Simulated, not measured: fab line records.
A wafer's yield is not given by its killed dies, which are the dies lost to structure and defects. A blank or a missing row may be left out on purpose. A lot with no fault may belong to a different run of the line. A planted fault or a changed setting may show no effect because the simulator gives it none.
fab line records -- flow nand-harc
[record] lots = 5, wafers = 15, last-day = 33
route steps=1302 shown A_SOURCE_PLATE@417 A_ONON_D1@424
lots with no fault: from the same line, run without faults
start-h: hours from the record's first day to the start of the lot's first wafer shown -- wait-h: time in hours since the lot's previous step -- " as in the row above -- L1.1+2: a single row standing in for several wafers -- - no value present, or no start provided -- * or withheld: withheld -- < > ~ a bound
route shown NAME@n: names a module that has steps shown in the file, with the first one's number in the route -- usual: average and standard deviation across the fault-free wafers -- same: alike in all rows -- chamber/n: place in a boat -- sites: per-site readings -- _std_site: standard deviation of those values -- _edge_site: the outer-site mean with the inner-site mean subtracted -- radius-mm: how far each site lies from the wafer's centre -- mask NAME#n: copy n -- behind: tool/chamber where the wafer was last shaped -- hold: reason for holding the lot/hours on hold/outcome of the hold -- device: the transistor (n, p or np) that didn't switch -- end of line: the route-end tests of the same wafers -- a step without rows: its recipe alone -- killed: dies that structure and defects cost at the first sort, which is not the same as the wafer's yield -- map: per-die view of a wafer (x killed, . not killed, _ where there is no die)
set.NAME: the setting as run; set.NAME@STEP: as run at that earlier step -- model.NAME: the simulator's own value behind a step, which no gauge read
certain route steps with their lots: each step a table, each wafer a row
services: the hour from which a tool's chamber was out of use, counted from the record's first day as start-h (under 0 if before that day), plus the number of hours and why
[[steps]]
[step NHARC_A_SOURCE_PLATE_PVD_04]
[recipe] target-thk-a = 500, material = WSi2
lot.wafer,tool,chamber,start-h,wait-h
L074.1+2+6,pvd-sputter-01,-,153.21,0.1
L080.1+5+6,pvd-sputter-03,-,209.71,0.1
L087.4+3+1,pvd-sputter-02,-,294.50,0.1
L089.4+5+6,pvd-sputter-03,-,294.50,0.1
L095.2+4+6,pvd-sputter-01,-,364.56,0.1
[step NHARC_A_SOURCE_PLATE_CVD_03]
[recipe] target-thk-a = 2000, temp-c = 620, pressure-mtorr = 200, time-s = 4000, material = poly-Si
[usual] zone-power-centre-pct = 8.7/0.49
lot.wafer,tool,chamber,start-h,wait-h,zone-power-centre-pct
L074.1,lpcvd-poly-01,0,155.74,-,9.4
L074.2,lpcvd-poly-01,0,155.74,-,9.6
L074.6,lpcvd-poly-01,0,155.74,-,9.3
L080.1,lpcvd-poly-01,0,212.62,-,9.3
L080.5,lpcvd-poly-01,0,212.62,-,9.4
L080.6,lpcvd-poly-01,0,212.62,-,9.4
L087.1,lpcvd-poly-03,0,296.93,-,8.3
L087.3,lpcvd-poly-03,0,296.93,-,8.2
L087.4,lpcvd-poly-03,0,296.93,-,8.4
L089.4,lpcvd-poly-03,0,296.93,-,8.4
L089.5,lpcvd-poly-03,0,296.93,-,8.3
L089.6,lpcvd-poly-03,0,296.93,-,8.4
L095.2,lpcvd-poly-03,0,366.97,-,8.4
L095.4,lpcvd-poly-03,0,366.97,-,8.3
L095.6,lpcvd-poly-03,0,366.97,-,8.1
[step NHARC_A_SOURCE_PLATE_ANNEAL_05]
[recipe] temp-c = 850, time-s = 1800
[usual] zone-power-centre-pct = 16/3.4
lot.wafer,tool,chamber,start-h,wait-h,zone-power-centre-pct
L074.1,furnace-07,0,162.21,3.3,14
L074.2,furnace-07,0,162.21,3.3,14
L074.6,furnace-07,0,162.21,3.3,14
L080.1,furnace-03,0,219.14,3.4,21
L080.5,furnace-03,0,219.14,3.4,21
L080.6,furnace-03,0,219.14,3.4,21
L087.1,furnace-05,0,304.29,4.3,13
L087.3,furnace-05,0,304.29,4.3,13
L087.4,furnace-05,0,304.29,4.3,14
L089.4,furnace-05,0,304.29,4.3,13
L089.5,furnace-05,0,304.29,4.3,13
L089.6,furnace-05,0,304.29,4.3,14
L095.2,furnace-03,0,373.50,3.4,21
L095.4,furnace-03,0,373.50,3.4,21
L095.6,furnace-03,0,373.50,3.4,21
[step NHARC_A_SOURCE_PLATE_THK_MEAS_06]
[recipe] thk-meas-gauge = ellipsometry
[usual] thk-nm = 199.6/1.9
lot.wafer,tool,chamber,start-h,wait-h,thk-nm
L074.1,film-metro-01,-,166.17,0.4,200.7
L074.2,film-metro-01,-,166.17,0.4,200.4
L074.6,film-metro-01,-,166.17,0.4,198.8
L080.1,film-metro-01,-,223.16,0.4,198.0
L080.5,film-metro-01,-,223.16,0.4,196.9
L080.6,film-metro-01,-,223.16,0.4,197.3
L087.1,film-metro-02,-,308.28,0.4,201.5
L087.3,film-metro-02,-,308.28,0.4,201.7
L087.4,film-metro-02,-,308.28,0.4,199.4
L089.4,film-metro-01,-,308.28,0.4,198.7
L089.5,film-metro-01,-,308.28,0.4,197.0
L089.6,film-metro-01,-,308.28,0.4,198.1
L095.2,film-metro-01,-,377.42,0.4,201.2
L095.4,film-metro-01,-,377.42,0.4,200.2
L095.6,film-metro-01,-,377.42,0.4,199.7
[step NHARC_A_SOURCE_PLATE_INSPECT_08]
[usual] raw-defect-count = 65/24
lot.wafer,tool,chamber,start-h,wait-h,raw-defect-count
L074.1,defect-inspect-01,-,166.23,0.0,35
L074.2,defect-inspect-01,-,166.23,0.0,57
L074.6,defect-inspect-01,-,166.23,0.0,66
L080.1,defect-inspect-01,-,223.22,0.0,71
L080.5,defect-inspect-01,-,223.22,0.0,56
L080.6,defect-inspect-01,-,223.22,0.0,51
L089.4,defect-inspect-02,-,308.38,0.1,57
L089.5,defect-inspect-02,-,308.38,0.1,70
L089.6,defect-inspect-02,-,308.38,0.1,81
L087.1,defect-inspect-01,-,308.39,0.0,65
L087.3,defect-inspect-01,-,308.39,0.0,52
L087.4,defect-inspect-01,-,308.39,0.0,54
L095.2,defect-inspect-02,-,377.49,0.0,82
L095.4,defect-inspect-02,-,377.49,0.0,61
L095.6,defect-inspect-02,-,377.49,0.0,123
[step NHARC_A_ONON_D1_DEP_00]
[recipe] target-thk-a = 10000, n2-flow-sccm = 2750, n2o-flow-sccm = 2000, nh3-flow-sccm = 500, sih4-flow-sccm = 210, temp-c = 400
[usual] nh3-flow-sccm = 499.8/1.5
lot.wafer,tool,chamber,start-h,wait-h,nh3-flow-sccm
L074.1,pecvd-onon-03,0,166.30,0.1,497.8
L074.2,pecvd-onon-03,0,166.30,0.1,497.6
L074.6,pecvd-onon-03,0,166.30,0.1,499.8
L080.1,pecvd-onon-02,0,223.29,0.1,501.1
L080.5,pecvd-onon-02,0,223.29,0.1,499.4
L080.6,pecvd-onon-02,0,223.29,0.1,499.3
L087.1,pecvd-onon-03,0,308.45,0.1,499.9
L087.3,pecvd-onon-03,0,308.45,0.1,497.3
L087.4,pecvd-onon-03,0,308.45,0.1,500.8
L089.4,pecvd-onon-02,0,308.62,0.2,501.8
L089.5,pecvd-onon-02,0,308.62,0.2,501.4
L089.6,pecvd-onon-02,0,308.62,0.2,499.4
L095.2,pecvd-onon-03,0,377.61,0.1,499.6
L095.4,pecvd-onon-03,0,377.61,0.1,500.7
L095.6,pecvd-onon-03,0,377.61,0.1,499.0
[step NHARC_A_ONON_D1_THK_MEAS_02]
[recipe] thk-meas-gauge = ellipsometry
[usual] thk-nm = 1000/8.7
lot.wafer,tool,chamber,start-h,wait-h,thk-nm
L074.1,film-metro-02,-,166.81,-,999
L074.2,film-metro-02,-,166.81,-,997
L074.6,film-metro-02,-,166.81,-,1000
L080.1,film-metro-02,-,223.79,-,1002
L080.5,film-metro-02,-,223.79,-,1002
L080.6,film-metro-02,-,223.79,-,1002
L087.1,film-metro-01,-,308.95,-,984
L087.3,film-metro-01,-,308.95,-,984
L087.4,film-metro-01,-,308.95,-,986
L089.4,film-metro-02,-,308.96,-,1017
L089.5,film-metro-02,-,308.96,-,1015
L089.6,film-metro-02,-,308.96,-,1018
L095.2,film-metro-01,-,378.06,-,1003
L095.4,film-metro-01,-,378.06,-,1002
L095.6,film-metro-01,-,378.06,-,1005
[step NHARC_A_ONON_D1_DEP_03]
[recipe] target-thk-a = 10000, n2-flow-sccm = 2750, n2o-flow-sccm = 2000, nh3-flow-sccm = 500, sih4-flow-sccm = 210, temp-c = 400
[usual] nh3-flow-sccm = 499.9/1.5
lot.wafer,tool,chamber,start-h,wait-h,nh3-flow-sccm
L074.1,pecvd-onon-02,0,166.87,0.1,499.7
L074.2,pecvd-onon-02,0,166.87,0.1,497.0
L074.6,pecvd-onon-02,0,166.87,0.1,497.6
L080.1,pecvd-onon-04,0,223.85,0.1,501.1
L080.5,pecvd-onon-04,0,223.85,0.1,499.1
L080.6,pecvd-onon-04,0,223.85,0.1,499.7
L087.1,pecvd-onon-03,0,309.01,0.1,500.1
L087.3,pecvd-onon-03,0,309.01,0.1,503.5
L087.4,pecvd-onon-03,0,309.01,0.1,501.0
L089.4,pecvd-onon-02,0,309.19,0.2,498.5
L089.5,pecvd-onon-02,0,309.19,0.2,497.2
L089.6,pecvd-onon-02,0,309.19,0.2,499.5
L095.2,pecvd-onon-03,0,378.19,0.1,500.2
L095.4,pecvd-onon-03,0,378.19,0.1,499.9
L095.6,pecvd-onon-03,0,378.19,0.1,500.9
[step NHARC_A_ONON_D1_THK_MEAS_05]
[recipe] thk-meas-gauge = ellipsometry
[usual] thk-nm = 1005/9
lot.wafer,tool,chamber,start-h,wait-h,thk-nm
L074.1,film-metro-02,-,167.37,-,1014
L074.2,film-metro-02,-,167.37,-,1015
L074.6,film-metro-02,-,167.37,-,1015
L080.1,film-metro-01,-,224.36,-,999
L080.5,film-metro-01,-,224.36,-,998
L080.6,film-metro-01,-,224.36,-,1000
L087.1,film-metro-02,-,309.52,-,1007
L087.3,film-metro-02,-,309.52,-,1007
L087.4,film-metro-02,-,309.52,-,1008
L089.4,film-metro-01,-,309.53,-,1011
L089.5,film-metro-01,-,309.53,-,1012
L089.6,film-metro-01,-,309.53,-,1013
L095.2,film-metro-01,-,378.65,-,1002
L095.4,film-metro-01,-,378.65,-,1005
L095.6,film-metro-01,-,378.65,-,1004
[step NHARC_A_ONON_D1_DEP_06]
[recipe] target-thk-a = 10000, n2-flow-sccm = 2750, n2o-flow-sccm = 2000, nh3-flow-sccm = 500, sih4-flow-sccm = 210, temp-c = 400
[usual] nh3-flow-sccm = 500.1/1.6
lot.wafer,tool,chamber,start-h,wait-h,nh3-flow-sccm
L074.1,pecvd-onon-02,0,167.43,0.1,499.9
L074.2,pecvd-onon-02,0,167.43,0.1,501.6
L074.6,pecvd-onon-02,0,167.43,0.1,498.7
L080.1,pecvd-onon-03,0,224.42,0.1,495.5
L080.5,pecvd-onon-03,0,224.42,0.1,497.6
L080.6,pecvd-onon-03,0,224.42,0.1,495.5
L087.1,pecvd-onon-02,0,309.58,0.1,499.7
L087.3,pecvd-onon-02,0,309.58,0.1,501.1
L087.4,pecvd-onon-02,0,309.58,0.1,501.3
L089.4,pecvd-onon-04,0,309.75,0.2,500.5
L089.5,pecvd-onon-04,0,309.75,0.2,504.2
L089.6,pecvd-onon-04,0,309.75,0.2,501.6
L095.2,pecvd-onon-03,0,378.76,0.1,499.6
L095.4,pecvd-onon-03,0,378.76,0.1,499.6
L095.6,pecvd-onon-03,0,378.76,0.1,501.7
[step NHARC_A_ONON_D1_THK_MEAS_08]
[recipe] thk-meas-gauge = ellipsometry
[usual] thk-nm = 1002/9.3
lot.wafer,tool,chamber,start-h,wait-h,thk-nm
L074.1,film-metro-01,-,167.94,-,997
L074.2,film-metro-01,-,167.94,-,995
L074.6,film-metro-01,-,167.94,-,998
L080.1,film-metro-01,-,224.94,-,1000
L080.5,film-metro-01,-,224.94,-,1000
L080.6,film-metro-01,-,224.94,-,997
L087.1,film-metro-02,-,310.08,-,1013
L087.3,film-metro-02,-,310.08,-,1015
L087.4,film-metro-02,-,310.08,-,1015
L089.4,film-metro-01,-,310.09,-,1013
L089.5,film-metro-01,-,310.09,-,1014
L089.6,film-metro-01,-,310.09,-,1011
L095.2,film-metro-01,-,379.22,-,999
L095.4,film-metro-01,-,379.22,-,998
L095.6,film-metro-01,-,379.22,-,999
[step NHARC_A_ONON_D1_DEP_09]
[recipe] target-thk-a = 10000, n2-flow-sccm = 2750, n2o-flow-sccm = 2000, nh3-flow-sccm = 500, sih4-flow-sccm = 210, temp-c = 400
[usual] nh3-flow-sccm = 500.1/1.4
lot.wafer,tool,chamber,start-h,wait-h,nh3-flow-sccm
L074.1,pecvd-onon-04,0,168.00,0.1,500.0
L074.2,pecvd-onon-04,0,168.00,0.1,502.5
L074.6,pecvd-onon-04,0,168.00,0.1,501.0
L080.1,pecvd-onon-02,0,224.99,0.1,500.8
L080.5,pecvd-onon-02,0,224.99,0.1,500.0
L080.6,pecvd-onon-02,0,224.99,0.1,500.2
L087.1,pecvd-onon-02,0,310.13,0.1,503.1
L087.3,pecvd-onon-02,0,310.13,0.1,497.4
L087.4,pecvd-onon-02,0,310.13,0.1,498.7
L089.4,pecvd-onon-03,0,310.32,0.2,498.0
L089.5,pecvd-onon-03,0,310.32,0.2,498.7
L089.6,pecvd-onon-03,0,310.32,0.2,500.7
L095.2,pecvd-onon-02,0,379.33,0.1,499.2
L095.4,pecvd-onon-02,0,379.33,0.1,501.1
L095.6,pecvd-onon-02,0,379.33,0.1,500.3
[step NHARC_A_ONON_D1_THK_MEAS_11]
[recipe] thk-meas-gauge = ellipsometry
[usual] thk-nm = 1002/7.9
lot.wafer,tool,chamber,start-h,wait-h,thk-nm
L074.1,film-metro-02,-,168.51,-,1008
L074.2,film-metro-02,-,168.51,-,1005
L074.6,film-metro-02,-,168.51,-,1006
L080.1,film-metro-01,-,225.51,-,1013
L080.5,film-metro-01,-,225.51,-,1012
L080.6,film-metro-01,-,225.51,-,1014
L087.1,film-metro-02,-,310.65,-,999
L087.3,film-metro-02,-,310.65,-,1000
L087.4,film-metro-02,-,310.65,-,1000
L089.4,film-metro-01,-,310.65,-,1001
L089.5,film-metro-01,-,310.65,-,1002
L089.6,film-metro-01,-,310.65,-,1001
L095.2,film-metro-01,-,379.79,-,1002
L095.4,film-metro-01,-,379.79,-,1005
L095.6,film-metro-01,-,379.79,-,1005
[step NHARC_A_ONON_D1_DEP_12]
[recipe] target-thk-a = 10000, n2-flow-sccm = 2750, n2o-flow-sccm = 2000, nh3-flow-sccm = 500, sih4-flow-sccm = 210, temp-c = 400
[usual] nh3-flow-sccm = 499.9/1.5
lot.wafer,tool,chamber,start-h,wait-h,nh3-flow-sccm
L074.1,pecvd-onon-03,0,168.56,0.1,500.6
L074.2,pecvd-onon-03,0,168.56,0.1,500.0
L074.6,pecvd-onon-03,0,168.56,0.1,499.1
L080.1,pecvd-onon-03,0,225.57,0.1,499.2
L080.5,pecvd-onon-03,0,225.57,0.1,499.7
L080.6,pecvd-onon-03,0,225.57,0.1,500.5
L087.1,pecvd-onon-02,0,310.70,0.1,498.6
L087.3,pecvd-onon-02,0,310.70,0.1,498.5
L087.4,pecvd-onon-02,0,310.70,0.1,498.7
L089.4,pecvd-onon-04,0,310.88,0.2,500.1
L089.5,pecvd-onon-04,0,310.88,0.2,499.6
L089.6,pecvd-onon-04,0,310.88,0.2,502.1
L095.2,pecvd-onon-04,0,379.90,0.1,501.5
L095.4,pecvd-onon-04,0,379.90,0.1,501.4
L095.6,pecvd-onon-04,0,379.90,0.1,501.7
[step NHARC_A_ONON_D1_THK_MEAS_14]
[recipe] thk-meas-gauge = ellipsometry
[usual] thk-nm = 1002/8.4
lot.wafer,tool,chamber,start-h,wait-h,thk-nm
L074.1,film-metro-01,-,169.07,-,1000
L074.2,film-metro-01,-,169.07,-,1000
L074.6,film-metro-01,-,169.07,-,999
L080.1,film-metro-02,-,226.08,-,983
L080.5,film-metro-02,-,226.08,-,983
L080.6,film-metro-02,-,226.08,-,986
L087.1,film-metro-02,-,311.21,-,1016
L087.3,film-metro-02,-,311.21,-,1017
L087.4,film-metro-02,-,311.21,-,1017
L089.4,film-metro-01,-,311.22,-,993
L089.5,film-metro-01,-,311.22,-,994
L089.6,film-metro-01,-,311.22,-,993
L095.2,film-metro-01,-,380.35,-,995
L095.4,film-metro-01,-,380.35,-,993
L095.6,film-metro-01,-,380.35,-,994
[step NHARC_A_ONON_D1_ANNEAL_15]
[recipe] temp-c = 750, time-s = 3600
[usual] zone-power-centre-pct = 13.59/0.3
lot.wafer,tool,chamber,start-h,wait-h,zone-power-centre-pct
L074.1,furnace-04,0,172.43,3.4,13.41
L074.2,furnace-04,0,172.43,3.4,13.57
L074.6,furnace-04,0,172.43,3.4,13.50
L080.1,furnace-04,0,231.80,5.7,13.56
L080.5,furnace-04,0,231.80,5.7,13.58
L080.6,furnace-04,0,231.80,5.7,13.63
L087.1,furnace-04,0,317.25,6.0,13.30
L087.3,furnace-04,0,317.25,6.0,13.35
L087.4,furnace-04,0,317.25,6.0,13.37
L089.4,furnace-04,0,317.25,6.0,13.36
L089.5,furnace-04,0,317.25,6.0,13.50
L089.6,furnace-04,0,317.25,6.0,13.42
L095.2,furnace-04,0,383.74,3.4,13.55
L095.4,furnace-04,0,383.74,3.4,13.54
L095.6,furnace-04,0,383.74,3.4,13.58
[step NHARC_A_ONON_D1_DEP_16]
[recipe] target-thk-a = 10000, n2-flow-sccm = 2750, n2o-flow-sccm = 2000, nh3-flow-sccm = 500, sih4-flow-sccm = 210, temp-c = 400
[usual] nh3-flow-sccm = 500.2/1.5
lot.wafer,tool,chamber,start-h,wait-h,nh3-flow-sccm
L074.1,pecvd-onon-02,0,176.31,0.1,499.5
L074.2,pecvd-onon-02,0,176.31,0.1,498.5
L074.6,pecvd-onon-02,0,176.31,0.1,499.1
L080.1,pecvd-onon-04,0,235.63,0.1,498.8
L080.5,pecvd-onon-04,0,235.63,0.1,500.8
L080.6,pecvd-onon-04,0,235.63,0.1,500.2
L087.1,pecvd-onon-02,0,321.12,0.1,498.7
L087.3,pecvd-onon-02,0,321.12,0.1,496.8
L087.4,pecvd-onon-02,0,321.12,0.1,499.1
L089.4,pecvd-onon-02,0,321.65,0.6,499.8
L089.5,pecvd-onon-02,0,321.65,0.6,501.1
L089.6,pecvd-onon-02,0,321.65,0.6,497.4
L095.2,pecvd-onon-04,0,387.70,0.1,499.7
L095.4,pecvd-onon-04,0,387.70,0.1,501.3
L095.6,pecvd-onon-04,0,387.70,0.1,499.3
[step NHARC_A_ONON_D1_THK_MEAS_18]
[recipe] thk-meas-gauge = ellipsometry
[usual] thk-nm = 1001/12
lot.wafer,tool,chamber,start-h,wait-h,thk-nm
L074.1,film-metro-01,-,176.83,-,990
L074.2,film-metro-01,-,176.83,-,989
L074.6,film-metro-01,-,176.83,-,988
L080.1,film-metro-02,-,236.14,-,1010
L080.5,film-metro-02,-,236.14,-,1010
L080.6,film-metro-02,-,236.14,-,1011
L087.1,film-metro-01,-,321.63,-,1002
L087.3,film-metro-01,-,321.63,-,1000
L087.4,film-metro-01,-,321.63,-,1004
L089.4,film-metro-01,-,321.99,-,1004
L089.5,film-metro-01,-,321.99,-,1006
L089.6,film-metro-01,-,321.99,-,1005
L095.2,film-metro-01,-,388.15,-,1007
L095.4,film-metro-01,-,388.15,-,1008
L095.6,film-metro-01,-,388.15,-,1009
[step NHARC_A_ONON_D1_DEP_19]
[recipe] target-thk-a = 10000, n2-flow-sccm = 2750, n2o-flow-sccm = 2000, nh3-flow-sccm = 500, sih4-flow-sccm = 210, temp-c = 400
[usual] nh3-flow-sccm = 500.2/1.4
lot.wafer,tool,chamber,start-h,wait-h,nh3-flow-sccm
L074.1,pecvd-onon-04,0,176.89,0.1,499.0
L074.2,pecvd-onon-04,0,176.89,0.1,499.8
L074.6,pecvd-onon-04,0,176.89,0.1,498.6
L080.1,pecvd-onon-04,0,236.20,0.1,498.7
L080.5,pecvd-onon-04,0,236.20,0.1,499.9
L080.6,pecvd-onon-04,0,236.20,0.1,500.8
L087.1,pecvd-onon-03,0,321.68,0.1,500.5
L087.3,pecvd-onon-03,0,321.68,0.1,499.9
L087.4,pecvd-onon-03,0,321.68,0.1,500.7
L089.4,pecvd-onon-03,0,322.22,0.2,499.7
L089.5,pecvd-onon-03,0,322.22,0.2,496.3
L089.6,pecvd-onon-03,0,322.22,0.2,499.4
L095.2,pecvd-onon-03,0,388.27,0.1,501.8
L095.4,pecvd-onon-03,0,388.27,0.1,500.5
L095.6,pecvd-onon-03,0,388.27,0.1,500.3
[step NHARC_A_ONON_D1_THK_MEAS_21]
[recipe] thk-meas-gauge = ellipsometry
[usual] thk-nm = 1001/10
lot.wafer,tool,chamber,start-h,wait-h,thk-nm
L074.1,film-metro-01,-,177.40,-,1013
L074.2,film-metro-01,-,177.40,-,1012
L074.6,film-metro-01,-,177.40,-,1014
L080.1,film-metro-02,-,236.71,-,1016
L080.5,film-metro-02,-,236.71,-,1018
L080.6,film-metro-02,-,236.71,-,1018
L087.1,film-metro-02,-,322.19,-,1002
L087.3,film-metro-02,-,322.19,-,1001
L087.4,film-metro-02,-,322.19,-,1000
L089.4,film-metro-01,-,322.55,-,1002
L089.5,film-metro-01,-,322.55,-,999
L089.6,film-metro-01,-,322.55,-,1000
L095.2,film-metro-01,-,388.72,-,993
L095.4,film-metro-01,-,388.72,-,994
L095.6,film-metro-01,-,388.72,-,993
[step NHARC_A_ONON_D1_DEP_22]
[recipe] target-thk-a = 10000, n2-flow-sccm = 2750, n2o-flow-sccm = 2000, nh3-flow-sccm = 500, sih4-flow-sccm = 210, temp-c = 400
[usual] nh3-flow-sccm = 500.3/1.5
lot.wafer,tool,chamber,start-h,wait-h,nh3-flow-sccm
L074.1,pecvd-onon-03,0,177.45,0.1,500.0
L074.2,pecvd-onon-03,0,177.45,0.1,499.9
L074.6,pecvd-onon-03,0,177.45,0.1,501.0
L080.1,pecvd-onon-04,0,236.77,0.1,499.8
L080.5,pecvd-onon-04,0,236.77,0.1,500.8
L080.6,pecvd-onon-04,0,236.77,0.1,502.0
L087.1,pecvd-onon-02,0,322.25,0.1,498.2
L087.3,pecvd-onon-02,0,322.25,0.1,498.8
L087.4,pecvd-onon-02,0,322.25,0.1,498.2
L089.4,pecvd-onon-02,0,322.78,0.2,502.0
L089.5,pecvd-onon-02,0,322.78,0.2,500.0
L089.6,pecvd-onon-02,0,322.78,0.2,500.0
L095.2,pecvd-onon-02,0,388.84,0.1,501.6
L095.4,pecvd-onon-02,0,388.84,0.1,502.1
L095.6,pecvd-onon-02,0,388.84,0.1,501.5
[step NHARC_A_ONON_D1_THK_MEAS_24]
[recipe] thk-meas-gauge = ellipsometry
[usual] thk-nm = 1001/8.6
lot.wafer,tool,chamber,start-h,wait-h,thk-nm
L074.1,film-metro-02,-,177.97,-,985
L074.2,film-metro-02,-,177.97,-,986
L074.6,film-metro-02,-,177.97,-,986
L080.1,film-metro-02,-,237.27,-,1022
L080.5,film-metro-02,-,237.27,-,1021
L080.6,film-metro-02,-,237.27,-,1020
L087.1,film-metro-02,-,322.76,-,996
L087.3,film-metro-02,-,322.76,-,994
L087.4,film-metro-02,-,322.76,-,994
L089.4,film-metro-02,-,323.12,-,1007
L089.5,film-metro-02,-,323.12,-,1007
L089.6,film-metro-02,-,323.12,-,1008
L095.2,film-metro-02,-,389.29,-,996
L095.4,film-metro-02,-,389.29,-,992
L095.6,film-metro-02,-,389.29,-,994
[step NHARC_A_ONON_D1_DEP_25]
[recipe] target-thk-a = 10000, n2-flow-sccm = 2750, n2o-flow-sccm = 2000, nh3-flow-sccm = 500, sih4-flow-sccm = 210, temp-c = 400
[usual] nh3-flow-sccm = 499.6/1.5
lot.wafer,tool,chamber,start-h,wait-h,nh3-flow-sccm
L074.1,pecvd-onon-02,0,178.03,0.1,498.5
L074.2,pecvd-onon-02,0,178.03,0.1,498.2
L074.6,pecvd-onon-02,0,178.03,0.1,500.5
L080.1,pecvd-onon-04,0,237.33,0.1,499.1
L080.5,pecvd-onon-04,0,237.33,0.1,500.0
L080.6,pecvd-onon-04,0,237.33,0.1,501.2
L087.1,pecvd-onon-03,0,322.82,0.1,497.1
L087.3,pecvd-onon-03,0,322.82,0.1,498.5
L087.4,pecvd-onon-03,0,322.82,0.1,500.8
L089.4,pecvd-onon-03,0,323.35,0.2,499.1
L089.5,pecvd-onon-03,0,323.35,0.2,498.1
L089.6,pecvd-onon-03,0,323.35,0.2,500.0
L095.2,pecvd-onon-04,0,389.40,0.1,498.6
L095.4,pecvd-onon-04,0,389.40,0.1,497.1
L095.6,pecvd-onon-04,0,389.40,0.1,499.7
[step NHARC_A_ONON_D1_THK_MEAS_27]
[recipe] thk-meas-gauge = ellipsometry
[usual] thk-nm = 997/11
lot.wafer,tool,chamber,start-h,wait-h,thk-nm
L074.1,film-metro-02,-,178.54,-,1022
L074.2,film-metro-02,-,178.54,-,1021
L074.6,film-metro-02,-,178.54,-,1022
L080.1,film-metro-01,-,237.84,-,1011
L080.5,film-metro-01,-,237.84,-,1014
L080.6,film-metro-01,-,237.84,-,1009
L087.1,film-metro-02,-,323.33,-,1006
L087.3,film-metro-02,-,323.33,-,1006
L087.4,film-metro-02,-,323.33,-,1007
L089.4,film-metro-01,-,323.68,-,1001
L089.5,film-metro-01,-,323.68,-,1000
L089.6,film-metro-01,-,323.68,-,1003
L095.2,film-metro-01,-,389.85,-,1004
L095.4,film-metro-01,-,389.85,-,1004
L095.6,film-metro-01,-,389.85,-,1004
[step NHARC_A_ONON_D1_DEP_28]
[recipe] target-thk-a = 10000, n2-flow-sccm = 2750, n2o-flow-sccm = 2000, nh3-flow-sccm = 500, sih4-flow-sccm = 210, temp-c = 400
[usual] nh3-flow-sccm = 500.1/1.6
lot.wafer,tool,chamber,start-h,wait-h,nh3-flow-sccm
L074.1,pecvd-onon-04,0,178.59,0.1,501.2
L074.2,pecvd-onon-04,0,178.59,0.1,502.4
L074.6,pecvd-onon-04,0,178.59,0.1,500.4
L080.1,pecvd-onon-04,0,237.90,0.1,500.9
L080.5,pecvd-onon-04,0,237.90,0.1,498.6
L080.6,pecvd-onon-04,0,237.90,0.1,502.5
L087.1,pecvd-onon-02,0,323.39,0.1,499.5
L087.3,pecvd-onon-02,0,323.39,0.1,499.8
L087.4,pecvd-onon-02,0,323.39,0.1,499.7
L089.4,pecvd-onon-02,0,323.91,0.2,497.4
L089.5,pecvd-onon-02,0,323.91,0.2,497.2
L089.6,pecvd-onon-02,0,323.91,0.2,498.5
L095.2,pecvd-onon-03,0,389.97,0.1,500.3
L095.4,pecvd-onon-03,0,389.97,0.1,501.2
L095.6,pecvd-onon-03,0,389.97,0.1,498.6
[step NHARC_A_ONON_D1_THK_MEAS_30]
[recipe] thk-meas-gauge = ellipsometry
[usual] thk-nm = 1004/7.4
lot.wafer,tool,chamber,start-h,wait-h,thk-nm
L074.1,film-metro-02,-,179.11,-,991
L074.2,film-metro-02,-,179.11,-,993
L074.6,film-metro-02,-,179.11,-,993
L080.1,film-metro-02,-,238.41,-,995
L080.5,film-metro-02,-,238.41,-,996
L080.6,film-metro-02,-,238.41,-,995
L087.1,film-metro-02,-,323.89,-,1009
L087.3,film-metro-02,-,323.89,-,1007
L087.4,film-metro-02,-,323.89,-,1008
L089.4,film-metro-02,-,324.25,-,1012
L089.5,film-metro-02,-,324.25,-,1011
L089.6,film-metro-02,-,324.25,-,1011
L095.2,film-metro-02,-,390.42,-,1016
L095.4,film-metro-02,-,390.42,-,1016
L095.6,film-metro-02,-,390.42,-,1014
[step NHARC_A_ONON_D1_DEP_33]
[recipe] target-thk-a = 2000, temp-c = 400, pressure-torr = 6.5, rf-w = 900, teos-flow-sccm = 161.4, flow-sccm = 2650, target-thk-nm = 200, gas = O2, material = SiO2
[usual] heater-power-outer-w = 307/78, heater-power-w = 577/84, throttle-valve-pct = 16.3/0.46
lot.wafer,tool,chamber,start-h,wait-h,heater-power-outer-w,heater-power-w,throttle-valve-pct
L074.2,pecvd-04,0,179.17,0.1,189,487,16.6
L074.1,pecvd-04,1,179.17,0.1,400,659,15.6
L074.6,pecvd-04,0,179.17,0.1,188,511,16.4
L080.1,pecvd-03,1,238.51,0.1,249,512,16.1
L080.6,pecvd-03,0,238.51,0.1,298,565,15.0
L080.5,pecvd-03,2,238.51,0.1,329,654,16.0
L087.1,pecvd-02,2,324.01,0.1,361,637,16.7
L087.3,pecvd-02,0,324.01,0.1,347,619,15.9
L087.4,pecvd-02,0,324.01,0.1,350,620,15.8
L089.5,pecvd-04,2,324.44,0.2,319,569,16.6
L089.6,pecvd-04,0,324.44,0.2,126,398,16.4
L089.4,pecvd-04,1,324.44,0.2,340,548,16.1
L095.2,pecvd-02,0,390.57,0.1,407,696,16.2
L095.4,pecvd-02,1,390.57,0.1,339,634,16.1
L095.6,pecvd-02,0,390.57,0.1,405,686,16.3
[[services]]
tool,chamber,start-h,hours,kind
pecvd-onon-04,-,130.00,13.0,pm
pvd-sputter-02,-,150.74,3.4,repair
furnace-05,-,168.33,7.7,repair
pecvd-03,0,169.78,5.7,repair
pvd-sputter-03,-,170.00,10.0,pm
pvd-sputter-02,-,172.72,1.0,repair
pecvd-02,2,176.09,4.2,repair
pvd-sputter-01,-,180.58,1.8,repair
pecvd-onon-02,-,185.00,13.0,pm
pecvd-03,-,185.75,13.0,pm
pecvd-04,1,202.67,2.5,repair
furnace-04,-,216.91,7.1,repair
pvd-sputter-01,-,226.04,10.0,pm
pecvd-02,-,227.02,13.0,pm
pecvd-onon-03,-,227.43,13.0,pm
lpcvd-poly-01,-,240.11,11.8,repair
pecvd-04,-,269.05,13.0,pm
pecvd-02,1,269.22,14.4,repair
furnace-03,-,297.81,26.0,pm
pecvd-02,-,307.47,1.5,repair
pecvd-onon-04,-,311.06,13.0,pm
pvd-sputter-03,-,348.02,10.0,pm
pecvd-onon-02,-,366.22,13.0,pm
lpcvd-poly-03,-,386.00,26.0,pm
[[key]]
fault none
